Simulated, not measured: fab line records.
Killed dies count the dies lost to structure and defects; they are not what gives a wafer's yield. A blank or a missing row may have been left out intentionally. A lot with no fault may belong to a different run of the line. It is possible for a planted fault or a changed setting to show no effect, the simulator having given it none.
Matching of chambers -- flow n5 finfet -- pecvd-02 running N5_BEOL_M0_SAQP_PECVD_00: 3 sister chambers
The step deposits SiCN from 3MS/NH3, target thk 8 nm, time 14 s. 3 wafers are shown with their chamber, then 7 later ones without.

## WAFERS PAIRED WITH THEIR CHAMBERS
wafer,chamber,throttle valve pct (%)
L085.5,0,9.8
L089.1,2,8.8
L089.2,1,9.9

## WAFERS WHOSE CHAMBER IS MISSING
wafer,throttle valve pct (%)
L089.6,8.9
L090.1,9.9
L090.2,8.8
L090.4,8.7
L092.1,8.7
L092.3,9.8
L092.4,9.0

## EACH ONE'S CHAMBER
wafer,from the rows above,in truth
L089.6,2,2
L090.1,can't be placed: 1 or 0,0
L090.2,2,2
L090.4,2,2
L092.1,2,2
L092.3,can't be placed: 0 or 1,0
L092.4,2,2
Correct placement for 5 of the 7. Can't be placed from these rows: 2 (the true chamber is among the candidates in 2). Placed wrongly: 0.
How it was worked out, from the rows above alone: a wafer's distance from a chamber is the root of the sum, over the readings, of the square of ((its reading less the chamber's mean) divided by the reading's scatter). If the next closest chamber is less than 2 further off than the closest, the wafer can't be placed; otherwise it belongs to the closest. Each chamber's mean is taken over the wafers shown for it. The scatter: root of mean squared gap, hidden wafer to nearest shown wafer, with one shown wafer a chamber.
